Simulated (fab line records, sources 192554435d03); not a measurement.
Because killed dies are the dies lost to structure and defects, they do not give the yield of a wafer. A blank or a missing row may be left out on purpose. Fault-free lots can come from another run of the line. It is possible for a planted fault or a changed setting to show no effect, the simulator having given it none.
fab line records	flow n5_finfet
record lots=24	wafers=72	last_day=18
route steps=1938 shown BEOL_M2@905 BEOL_M3@992
lots that met no fault: from a run of the same line without faults
start_h: hours from the record's opening day to when the first of the lot's shown wafers began	wait_h: time in hours since the lot's previous step	" as in the row above	L1.1+2: one row covering several wafers at once	- either no value or no given start	* or withheld: withheld	< > ~ a bound
route shown NAME@n: a module of which the file shows steps, and the number in the route of the first	usual: mean and standard deviation over wafers with no fault	same: alike in all rows	chamber/n: place in a boat	sites: readings site by site	_std_site: their standard deviation	_edge_site: inner sites' mean taken away from outer sites' mean	radius_mm: for every site, how far away it sits from the centre of the wafer	mask NAME#n: copy n	behind: the most recent tool/chamber to have shaped the wafer	hold: reason for holding the lot/hours on hold/outcome of the hold	device: the n, p or np transistor that did not switch	end of line: the route-end tests of the same wafers	a step given without rows: its recipe and nothing more	killed: not the wafer's yield, but the dies lost to structure and defects at the first sort	map: a wafer's dies, marking killed ones x, the rest . and places with no die _
set.NAME: the setting the step ran with; set.NAME@STEP: the setting that earlier step ran with	model.NAME: the simulator's own value behind a step, which no gauge read
a sample of lots followed through the steps of the route, with each step as a table and each wafer as a row
services: from which hour (start_h, from the record's first day; less than 0 if before it) a tool's chamber was out of use, for how many hours, and why
## steps
# step N5_BEOL_M2_ANNEAL_49
# recipe temp_c=400	time_s=240	ambient=vacuum
# usual heater_power_w=858/100	susceptor_temp_C_max=400.9/0.34
lot.wafer	tool	chamber	start_h	wait_h	heater_power_w	susceptor_temp_C_max
L074.1	pvd_sputter-03	-	137.10	0.0	742	401.2
L074.4	"	-	"	"	974	400.8
L074.5	"	-	"	"	982	401.1
L075.2	pvd_sputter-02	-	140.35	0.0	758	400.6
L075.3	"	-	"	"	917	400.0
L075.6	"	-	"	"	821	400.8
L076.2	pvd_sputter-03	-	153.09	0.0	739	401.2
L076.4	"	-	"	"	986	400.5
L076.6	"	-	"	"	1008	400.6
L077.2	pvd_sputter-01	-	157.78	0.0	735	400.6
L077.3	"	-	"	"	816	401.2
L077.5	"	-	"	"	871	400.5
L078.2	pvd_sputter-01	-	164.14	0.0	812	401.4
L078.3	"	-	"	"	877	400.4
L078.4	"	-	"	"	830	400.9
L080.2	pvd_sputter-03	-	172.47	0.0	869	401.1
L080.3	"	-	"	"	1003	400.7
L080.4	"	-	"	"	728	401.0
L079.1	pvd_sputter-03	-	180.04	0.0	976	400.8
L079.2	"	-	"	"	847	401.3
L079.5	"	-	"	"	986	400.8
L081.3	pvd_sputter-01	-	184.94	0.0	724	401.2
L081.4	"	-	"	"	805	401.6
L081.6	"	-	"	"	743	400.9
L082.1	pvd_sputter-03	-	191.13	0.0	857	401.3
L082.5	"	-	"	"	858	401.0
L082.6	"	-	"	"	728	400.9
L083.2	pvd_sputter-01	-	194.85	0.0	840	400.5
L083.4	"	-	"	"	719	400.5
L083.5	"	-	"	"	732	400.5
L084.1	pvd_sputter-03	-	204.30	0.0	745	400.6
L084.5	"	-	"	"	986	401.0
L084.6	"	-	"	"	861	400.8
L085.2	pvd_sputter-03	-	210.40	0.0	751	401.3
L085.3	"	-	"	"	979	400.7
L085.4	"	-	"	"	993	400.5
L086.1	pvd_sputter-02	-	210.56	0.0	760	401.0
L086.5	"	-	"	"	749	400.8
L086.6	"	-	"	"	753	401.0
L087.2	pvd_sputter-02	-	214.98	0.0	743	401.5
L087.4	"	-	"	"	895	401.0
L087.6	"	-	"	"	906	400.9
L089.1	pvd_sputter-03	-	229.59	0.0	990	400.8
L089.2	"	-	"	"	733	400.8
L089.3	"	-	"	"	839	401.1
L088.1	pvd_sputter-02	-	235.83	0.0	831	400.8
L088.3	"	-	"	"	735	400.7
L088.5	"	-	"	"	745	400.8
L090.2	pvd_sputter-01	-	242.27	0.0	858	400.6
L090.3	"	-	"	"	807	402.0
L090.4	"	-	"	"	728	400.7
L091.2	pvd_sputter-03	-	246.12	0.0	999	400.8
L091.3	"	-	"	"	742	401.2
L091.5	"	-	"	"	746	400.9
L093.1	pvd_sputter-03	-	248.22	0.0	1014	400.7
L093.2	"	-	"	"	713	401.6
L093.5	"	-	"	"	848	400.8
L092.2	pvd_sputter-02	-	251.43	0.0	736	401.1
L092.4	"	-	"	"	926	400.4
L092.6	"	-	"	"	936	400.6
L094.2	pvd_sputter-01	-	251.68	0.0	793	401.3
L094.3	"	-	"	"	865	400.7
L094.4	"	-	"	"	823	400.8
L095.1	pvd_sputter-03	-	274.87	0.0	975	400.9
L095.3	"	-	"	"	853	401.2
L095.5	"	-	"	"	978	400.7
L097.2	pvd_sputter-03	-	277.48	0.0	1020	400.5
L097.3	"	-	"	"	741	401.2
L097.5	"	-	"	"	990	400.6
L096.1	pvd_sputter-03	-	281.74	0.0	988	400.8
L096.3	"	-	"	"	998	401.3
L096.5	"	-	"	"	719	401.0
# step N5_BEOL_M2_SPUTTER_79
# recipe material=Cu	target_thk_a=45	temp_c=-20	chamber_pressure_pa=0.07	power_w=withheld	time_s=8.29
# usual throttle_valve_pct=29.7/1.1
lot.wafer	tool	chamber	start_h	wait_h	throttle_valve_pct
L074.1	pvd_sputter-03	-	137.24	0.1	29.4
L074.4	"	-	"	"	30.7
L074.5	"	-	"	"	30.3
L075.2	pvd_sputter-02	-	140.49	0.1	30.0
L075.3	"	-	"	"	27.5
L075.6	"	-	"	"	30.8
L076.2	pvd_sputter-03	-	153.23	0.1	29.4
L076.4	"	-	"	"	31.0
L076.6	"	-	"	"	31.3
L077.2	pvd_sputter-01	-	157.92	0.1	31.0
L077.3	"	-	"	"	27.6
L077.5	"	-	"	"	29.8
L078.2	pvd_sputter-01	-	164.28	0.1	27.8
L078.3	"	-	"	"	29.7
L078.4	"	-	"	"	29.1
L080.2	pvd_sputter-03	-	172.61	0.1	29.0
L080.3	"	-	"	"	31.0
L080.4	"	-	"	"	29.4
L079.1	pvd_sputter-03	-	180.18	0.1	31.1
L079.2	"	-	"	"	29.1
L079.5	"	-	"	"	31.1
L081.3	pvd_sputter-01	-	185.08	0.1	30.9
L081.4	"	-	"	"	29.2
L081.6	"	-	"	"	31.1
L082.1	pvd_sputter-03	-	191.27	0.1	28.9
L082.5	"	-	"	"	28.6
L082.6	"	-	"	"	29.2
L083.2	pvd_sputter-01	-	194.99	0.1	29.7
L083.4	"	-	"	"	30.9
L083.5	"	-	"	"	31.2
L084.1	pvd_sputter-03	-	204.44	0.1	29.2
L084.5	"	-	"	"	31.1
L084.6	"	-	"	"	28.9
L085.2	pvd_sputter-03	-	210.54	0.1	29.2
L085.3	"	-	"	"	30.4
L085.4	"	-	"	"	31.0
L086.1	pvd_sputter-02	-	210.70	0.1	30.0
L086.5	"	-	"	"	29.4
L086.6	"	-	"	"	30.1
L087.2	pvd_sputter-02	-	215.12	0.1	30.1
L087.4	"	-	"	"	27.5
L087.6	"	-	"	"	27.7
L089.1	pvd_sputter-03	-	229.73	0.1	30.9
L089.2	"	-	"	"	29.2
L089.3	"	-	"	"	28.7
L088.1	pvd_sputter-02	-	235.97	0.1	31.0
L088.3	"	-	"	"	30.1
L088.5	"	-	"	"	29.8
L090.2	pvd_sputter-01	-	242.41	0.1	29.7
L090.3	"	-	"	"	27.5
L090.4	"	-	"	"	31.2
L091.2	pvd_sputter-03	-	246.26	0.1	31.3
L091.3	"	-	"	"	28.9
L091.5	"	-	"	"	29.1
L093.1	pvd_sputter-03	-	248.36	0.1	30.9
L093.2	"	-	"	"	29.3
L093.5	"	-	"	"	28.9
L092.2	pvd_sputter-02	-	251.57	0.1	30.0
L092.4	"	-	"	"	27.5
L092.6	"	-	"	"	27.2
L094.2	pvd_sputter-01	-	251.82	0.1	27.9
L094.3	"	-	"	"	29.7
L094.4	"	-	"	"	29.2
L095.1	pvd_sputter-03	-	275.01	0.1	30.7
L095.3	"	-	"	"	28.7
L095.5	"	-	"	"	30.5
L097.2	pvd_sputter-03	-	277.62	0.1	31.0
L097.3	"	-	"	"	29.2
L097.5	"	-	"	"	31.1
L096.1	pvd_sputter-03	-	281.88	0.1	30.7
L096.3	"	-	"	"	31.2
L096.5	"	-	"	"	29.1
# step N5_BEOL_M2_ANNEAL_89
# recipe temp_c=400	time_s=240	ambient=vacuum
# usual heater_power_w=858/97	susceptor_temp_C_max=401.0/0.35
lot.wafer	tool	chamber	start_h	wait_h	heater_power_w	susceptor_temp_C_max
L074.1	pvd_sputter-03	-	137.98	0.0	750	400.9
L074.4	"	-	"	"	986	400.8
L074.5	"	-	"	"	974	400.6
L075.2	pvd_sputter-02	-	141.23	0.0	749	400.7
L075.3	"	-	"	"	937	400.5
L075.6	"	-	"	"	819	401.1
L076.2	pvd_sputter-03	-	153.97	0.0	744	401.4
L076.4	"	-	"	"	1005	401.0
L076.6	"	-	"	"	988	400.3
L077.2	pvd_sputter-01	-	158.66	0.0	745	400.6
L077.3	"	-	"	"	806	401.2
L077.5	"	-	"	"	862	400.8
L078.2	pvd_sputter-01	-	165.02	0.0	801	401.7
L078.3	"	-	"	"	841	400.6
L078.4	"	-	"	"	823	400.9
L080.2	pvd_sputter-03	-	173.35	0.0	862	400.9
L080.3	"	-	"	"	992	401.2
L080.4	"	-	"	"	742	400.8
L079.1	pvd_sputter-03	-	180.92	0.0	993	400.8
L079.2	"	-	"	"	857	401.2
L079.5	"	-	"	"	997	401.6
L081.3	pvd_sputter-01	-	185.82	0.0	753	400.6
L081.4	"	-	"	"	832	401.0
L081.6	"	-	"	"	726	400.9
L082.1	pvd_sputter-03	-	192.01	0.0	834	401.1
L082.5	"	-	"	"	823	401.4
L082.6	"	-	"	"	761	401.1
L083.2	pvd_sputter-01	-	195.73	0.0	873	401.0
L083.4	"	-	"	"	727	400.4
L083.5	"	-	"	"	710	400.6
L084.1	pvd_sputter-03	-	205.18	0.0	741	401.1
L084.5	"	-	"	"	974	401.0
L084.6	"	-	"	"	876	401.0
L086.1	pvd_sputter-02	-	211.44	0.0	773	401.2
L086.5	"	-	"	"	754	400.8
L086.6	"	-	"	"	723	401.1
L085.2	pvd_sputter-03	-	213.08	0.0	755	401.1
L085.3	"	-	"	"	967	401.0
L085.4	"	-	"	"	999	401.2
L087.2	pvd_sputter-02	-	215.86	0.0	738	400.6
L087.4	"	-	"	"	910	401.2
L087.6	"	-	"	"	904	400.8
L089.1	pvd_sputter-03	-	230.47	0.0	1001	400.9
L089.2	"	-	"	"	723	401.3
L089.3	"	-	"	"	862	401.2
L088.1	pvd_sputter-02	-	236.71	0.0	828	401.2
L088.3	"	-	"	"	749	400.7
L088.5	"	-	"	"	764	401.7
L090.2	pvd_sputter-01	-	243.15	0.0	848	400.3
L090.3	"	-	"	"	793	401.3
L090.4	"	-	"	"	737	400.9
L091.2	pvd_sputter-03	-	247.00	0.0	1003	400.9
L091.3	"	-	"	"	739	401.2
L091.5	"	-	"	"	749	400.9
L093.1	pvd_sputter-03	-	249.10	0.0	989	400.4
L093.2	"	-	"	"	731	401.0
L093.5	"	-	"	"	828	400.6
L092.2	pvd_sputter-02	-	252.31	0.0	721	400.6
L092.4	"	-	"	"	933	400.8
L092.6	"	-	"	"	908	400.9
L094.2	pvd_sputter-01	-	252.56	0.0	823	401.7
L094.3	"	-	"	"	878	401.1
L094.4	"	-	"	"	839	401.1
L095.1	pvd_sputter-03	-	275.75	0.0	973	401.1
L095.3	"	-	"	"	841	401.4
L095.5	"	-	"	"	977	400.8
L097.2	pvd_sputter-03	-	278.36	0.0	966	400.7
L097.3	"	-	"	"	726	401.0
L097.5	"	-	"	"	992	401.1
L096.1	pvd_sputter-03	-	282.62	0.0	981	400.8
L096.3	"	-	"	"	992	400.9
L096.5	"	-	"	"	734	400.9
# step N5_BEOL_M2_ANNEAL_95
# recipe temp_c=400	time_s=240	ambient=vacuum
# usual heater_power_w=857/98	susceptor_temp_C_max=400.9/0.34
lot.wafer	tool	chamber	start_h	wait_h	heater_power_w	susceptor_temp_C_max
L074.1	pvd_sputter-03	-	138.64	0.0	739	401.4
L074.4	"	-	"	"	975	400.4
L074.5	"	-	"	"	978	400.8
L075.2	pvd_sputter-02	-	141.89	0.0	739	400.8
L075.3	"	-	"	"	909	400.5
L075.6	"	-	"	"	804	401.1
L076.2	pvd_sputter-03	-	154.63	0.0	750	401.0
L076.4	"	-	"	"	988	400.6
L076.6	"	-	"	"	995	401.0
L077.2	pvd_sputter-01	-	159.32	0.0	741	400.6
L077.3	"	-	"	"	820	400.8
L077.5	"	-	"	"	852	400.5
L078.2	pvd_sputter-01	-	165.68	0.0	823	401.7
L078.3	"	-	"	"	861	400.2
L078.4	"	-	"	"	830	400.9
L080.2	pvd_sputter-03	-	174.01	0.0	852	401.2
L080.3	"	-	"	"	997	401.3
L080.4	"	-	"	"	731	401.3
L079.1	pvd_sputter-03	-	181.58	0.0	975	400.9
L079.2	"	-	"	"	834	400.9
L079.5	"	-	"	"	996	400.6
L081.3	pvd_sputter-01	-	186.48	0.0	721	400.5
L081.4	"	-	"	"	813	400.7
L081.6	"	-	"	"	723	400.8
L082.1	pvd_sputter-03	-	192.67	0.0	874	400.9
L082.5	"	-	"	"	858	401.1
L082.6	"	-	"	"	732	400.6
L083.2	pvd_sputter-01	-	196.39	0.0	848	400.5
L083.4	"	-	"	"	741	400.5
L083.5	"	-	"	"	722	400.5
L084.1	pvd_sputter-03	-	205.84	0.0	741	401.6
L084.5	"	-	"	"	980	400.9
L084.6	"	-	"	"	853	401.0
L086.1	pvd_sputter-02	-	212.10	0.0	770	401.4
L086.5	"	-	"	"	728	400.9
L086.6	"	-	"	"	730	401.0
L085.2	pvd_sputter-03	-	213.74	0.0	744	401.2
L085.3	"	-	"	"	996	400.8
L085.4	"	-	"	"	994	400.9
L087.2	pvd_sputter-02	-	216.52	0.0	752	400.8
L087.4	"	-	"	"	926	400.6
L087.6	"	-	"	"	910	400.8
L089.1	pvd_sputter-03	-	231.13	0.0	1024	400.9
L089.2	"	-	"	"	720	401.2
L089.3	"	-	"	"	863	400.6
L088.1	pvd_sputter-02	-	237.37	0.0	822	401.4
L088.3	"	-	"	"	747	400.7
L088.5	"	-	"	"	758	401.1
L090.2	pvd_sputter-01	-	243.81	0.0	842	400.6
L090.3	"	-	"	"	801	401.3
L090.4	"	-	"	"	733	400.6
L091.2	pvd_sputter-03	-	247.66	0.0	1004	400.5
L091.3	"	-	"	"	739	401.2
L091.5	"	-	"	"	728	401.3
L093.1	pvd_sputter-03	-	249.76	0.0	1011	400.8
L093.2	"	-	"	"	725	400.8
L093.5	"	-	"	"	837	400.4
L092.2	pvd_sputter-02	-	252.97	0.0	739	400.9
L092.4	"	-	"	"	929	400.3
L092.6	"	-	"	"	931	400.7
L094.2	pvd_sputter-01	-	253.22	0.0	817	401.2
L094.3	"	-	"	"	862	400.7
L094.4	"	-	"	"	818	401.1
L095.1	pvd_sputter-03	-	276.41	0.0	999	400.8
L095.3	"	-	"	"	843	401.1
L095.5	"	-	"	"	949	400.8
L097.2	pvd_sputter-03	-	279.02	0.0	980	400.6
L097.3	"	-	"	"	753	400.7
L097.5	"	-	"	"	983	400.7
L096.1	pvd_sputter-03	-	283.28	0.0	966	401.5
L096.3	"	-	"	"	979	400.7
L096.5	"	-	"	"	730	400.6
# step N5_BEOL_M2_THK_MEAS_53
# recipe thk_meas_gauge=xrf	reads=Cu_of_BEOL_M2_ECD_50
# usual M2_THK=39.9/1.2
lot.wafer	tool	chamber	start_h	wait_h	M2_THK[nm]
L074.1	film_metro-01	-	139.56	-	39.5
L074.4	"	-	"	"	39.5
L074.5	"	-	"	"	36.9
L075.2	film_metro-02	-	143.09	-	41.4
L075.3	"	-	"	"	41.1
L075.6	"	-	"	"	38.6
L076.2	film_metro-02	-	155.56	-	39.4
L076.4	"	-	"	"	37.4
L076.6	"	-	"	"	38.6
L077.2	film_metro-02	-	160.24	-	38.2
L077.3	"	-	"	"	42.1
L077.5	"	-	"	"	41.3
L078.2	film_metro-01	-	166.61	-	38.1
L078.3	"	-	"	"	40.0
L078.4	"	-	"	"	39.5
L080.2	film_metro-01	-	174.94	-	39.8
L080.3	"	-	"	"	39.2
L080.4	"	-	"	"	39.2
L079.1	film_metro-01	-	182.50	-	38.8
L079.2	"	-	"	"	38.5
L079.5	"	-	"	"	40.6
L081.3	film_metro-01	-	187.41	-	39.1
L081.4	"	-	"	"	39.9
L081.6	"	-	"	"	39.6
L082.1	film_metro-01	-	193.60	-	41.0
L082.5	"	-	"	"	38.7
L082.6	"	-	"	"	40.2
L083.2	film_metro-02	-	197.32	-	41.3
L083.4	"	-	"	"	41.4
L083.5	"	-	"	"	39.4
L084.1	film_metro-02	-	206.86	-	40.8
L084.5	"	-	"	"	40.1
L084.6	"	-	"	"	41.3
L086.1	film_metro-02	-	213.13	-	41.9
L086.5	"	-	"	"	42.3
L086.6	"	-	"	"	43.8
L085.2	film_metro-01	-	214.69	-	41.9
L085.3	"	-	"	"	42.4
L085.4	"	-	"	"	42.3
L087.2	film_metro-01	-	217.79	-	39.3
L087.4	"	-	"	"	40.3
L087.6	"	-	"	"	41.2
L089.1	film_metro-02	-	232.34	-	40.6
L089.2	"	-	"	"	40.6
L089.3	"	-	"	"	39.3
L088.1	film_metro-01	-	238.47	-	38.4
L088.3	"	-	"	"	38.6
L088.5	"	-	"	"	38.5
L090.2	film_metro-01	-	244.74	-	40.3
L090.3	"	-	"	"	39.9
L090.4	"	-	"	"	40.2
L091.2	film_metro-02	-	249.53	-	38.9
L091.3	"	-	"	"	40.0
L091.5	"	-	"	"	39.6
L093.1	film_metro-02	-	250.71	-	41.4
L093.2	"	-	"	"	38.8
L093.5	"	-	"	"	39.0
L092.2	film_metro-01	-	254.02	-	38.0
L092.4	"	-	"	"	40.4
L092.6	"	-	"	"	37.9
L094.2	film_metro-02	-	254.16	-	39.5
L094.3	"	-	"	"	41.0
L094.4	"	-	"	"	39.1
L095.1	film_metro-01	-	277.34	-	39.3
L095.3	"	-	"	"	39.7
L095.5	"	-	"	"	38.9
L097.2	film_metro-02	-	279.96	-	39.8
L097.3	"	-	"	"	41.3
L097.5	"	-	"	"	40.8
L096.1	film_metro-01	-	284.20	-	38.4
L096.3	"	-	"	"	39.5
L096.5	"	-	"	"	39.4
# step N5_BEOL_M3_SURFACE_TREAT_85
# recipe gas=Ar	time_s=*	ion_energy_ev=*	ion_current_ma_cm2=0.5	pressure_mtorr=*	ar_flow_sccm=30
# usual throttle_valve_pct=*
lot.wafer	tool	chamber	start_h	wait_h	throttle_valve_pct
L074.1	pvd_sputter-01	-	149.01	0.1	*
L074.4	"	-	"	"	*
L074.5	"	-	"	"	*
L075.2	pvd_sputter-01	-	152.77	0.1	*
L075.3	"	-	"	"	*
L075.6	"	-	"	"	*
L076.2	pvd_sputter-02	-	164.14	0.1	*
L076.4	"	-	"	"	*
L076.6	"	-	"	"	*
L077.2	pvd_sputter-02	-	168.74	0.2	*
L077.3	"	-	"	"	*
L077.5	"	-	"	"	*
L078.2	pvd_sputter-02	-	172.09	0.1	*
L078.3	"	-	"	"	*
L078.4	"	-	"	"	*
L080.2	pvd_sputter-02	-	182.52	0.1	*
L080.3	"	-	"	"	*
L080.4	"	-	"	"	*
L079.1	pvd_sputter-01	-	187.61	0.1	*
L079.2	"	-	"	"	*
L079.5	"	-	"	"	*
L081.3	pvd_sputter-03	-	197.73	0.2	*
L081.4	"	-	"	"	*
L081.6	"	-	"	"	*
L082.1	pvd_sputter-03	-	198.69	0.2	*
L082.5	"	-	"	"	*
L082.6	"	-	"	"	*
L083.2	pvd_sputter-01	-	203.07	0.4	*
L083.4	"	-	"	"	*
L083.5	"	-	"	"	*
L084.1	pvd_sputter-01	-	214.44	0.3	*
L084.5	"	-	"	"	*
L084.6	"	-	"	"	*
L086.1	pvd_sputter-03	-	229.40	0.1	*
L086.5	"	-	"	"	*
L086.6	"	-	"	"	*
L085.2	pvd_sputter-01	-	232.80	0.3	*
L085.3	"	-	"	"	*
L085.4	"	-	"	"	*
L087.2	pvd_sputter-01	-	234.50	0.2	*
L087.4	"	-	"	"	*
L087.6	"	-	"	"	*
L089.1	pvd_sputter-03	-	238.19	0.2	*
L089.2	"	-	"	"	*
L089.3	"	-	"	"	*
L088.1	pvd_sputter-02	-	244.99	0.1	*
L088.3	"	-	"	"	*
L088.5	"	-	"	"	*
L090.2	pvd_sputter-01	-	256.32	0.4	*
L090.3	"	-	"	"	*
L090.4	"	-	"	"	*
L091.2	pvd_sputter-03	-	261.76	0.3	*
L091.3	"	-	"	"	*
L091.5	"	-	"	"	*
L093.1	pvd_sputter-01	-	263.44	0.2	*
L093.2	"	-	"	"	*
L093.5	"	-	"	"	*
L092.2	pvd_sputter-01	-	264.42	0.2	*
L092.4	"	-	"	"	*
L092.6	"	-	"	"	*
L094.2	pvd_sputter-01	-	267.82	0.2	*
L094.3	"	-	"	"	*
L094.4	"	-	"	"	*
L097.2	pvd_sputter-02	-	285.02	0.2	*
L097.3	"	-	"	"	*
L097.5	"	-	"	"	*
L095.1	pvd_sputter-01	-	296.14	0.1	*
L095.3	"	-	"	"	*
L095.5	"	-	"	"	*
L096.1	pvd_sputter-02	-	297.92	0.1	*
L096.3	"	-	"	"	*
L096.5	"	-	"	"	*
## services
tool	chamber	start_h	hours	kind
pvd_sputter-01	-	281.97	1.4	repair
## key
fault none
